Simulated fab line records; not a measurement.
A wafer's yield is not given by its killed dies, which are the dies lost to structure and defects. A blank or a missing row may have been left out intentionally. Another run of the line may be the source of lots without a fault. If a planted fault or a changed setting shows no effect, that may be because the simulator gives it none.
Struck lot and sound lot, side by side	flow nand_harc	14 steps out of a route of 1302
Sound: the wafers L453.2, L453.5, L453.6. Struck: wafers L464.3, L464.5, L464.6. The cause is named last.
Each step with rows lists, per side, the tool, then ch with its chambers, then its first start. Under that, the readings that differ: sound wafers	struck wafers	difference of the means	sigmas: that difference in standard deviations of wafers without a fault.
alike: readings whose means differ by less than 2 such deviations, and words and numbers that are the same on both sides. not compared: withheld readings, readings that some wafer has no value for, bounds like >300 that may hide the same value, and numbers for which the record gives no deviation and whose values overlap.
Wherever a step has rows on one side only, a row that says differs or no value, or a row with sigmas, the two part there. When numbers do not overlap yet have no deviation, they are printed without sigmas and do not part them. Lack of a reading on every wafer of one side parts them only where that side has two or more wafers.

NHARC_P_M1_CMP_23: polishes, t overpolish 20 s, target thk 157.82 nm.
  sound on cmp-03 ch 0,2,3, day 6 14:44; struck on cmp-01 ch 1,2,3, day 11 04:24
  alike: motor_current_A, time_to_endpoint_s
  not compared: pad_life_wafers
NHARC_P_M1_THK_MEAS_24: measures by xrf.
  sound on film_metro-01, day 6 15:00; struck on film_metro-01, day 11 04:38
  alike: thk_nm
following that, these wafers have no rows for 1 step: NHARC_P_M1_SRD_25.
NHARC_P_M1_INSPECT_27:
  sound on defect_inspect-01, day 6 15:10; struck on defect_inspect-01, day 11 04:47
  alike: raw_defect_count
NHARC_P_M1_PRE_CLEAN_32: time 12 s.
  sound on pecvd-03 ch 0,1,2, day 6 15:15; struck on pecvd-03 ch 1,2, day 11 04:53
  alike: heater_power_w
NHARC_P_M1_DEP_33: deposits SiCN, target thk 30 nm.
  sound on pecvd-03 ch 0,1,2, day 6 15:23; struck on pecvd-03 ch 1,2, day 11 05:01
  alike: heater_power_w
then, 5 steps without rows for these wafers: NHARC_P_M2_DEP_00 (deposits SiOC, target thk 182.5 nm); NHARC_P_M2_DEHYDRATE_01 (time 120 s); NHARC_P_M2_HMDS_02 (time 30 s); NHARC_P_M2_COAT_34 (time 65 s); NHARC_P_M2_COAT_03 (resist thk 90 nm).
NHARC_P_M2_SOFTBAKE_04: time 55 s.
  sound on litho_track-01 ch 0, day 6 16:00; struck on litho_track-06 ch 0, day 11 05:00
reading	sound	struck	difference	sigmas
heater_power_total_W (W)	188.37 188.62 188.54	193.16 193.23 193.22	+4.69	+36
  alike: resist_line_temp_C
following that, these wafers have no rows for 1 step: NHARC_P_M2_EBR_05.
-- record jumps: 18 days between struck wafers' starts before vs after; left off in module P_M2, resumes in module END, first step shown is number 1302 of the route --
NHARC_END_SORT_01:
  at this point the record logs the struck wafers (prober-01 ch 0, day 28 22:22) and has no rows for the sound ones

## WHERE THEY PART
At NHARC_P_M2_SOFTBAKE_04 first; at NHARC_END_SORT_01 last (within this record only).

WHY: what the simulator had put in
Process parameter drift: litho_track-06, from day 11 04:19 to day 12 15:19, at NHARC_P_M2_SOFTBAKE_04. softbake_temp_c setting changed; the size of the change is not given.
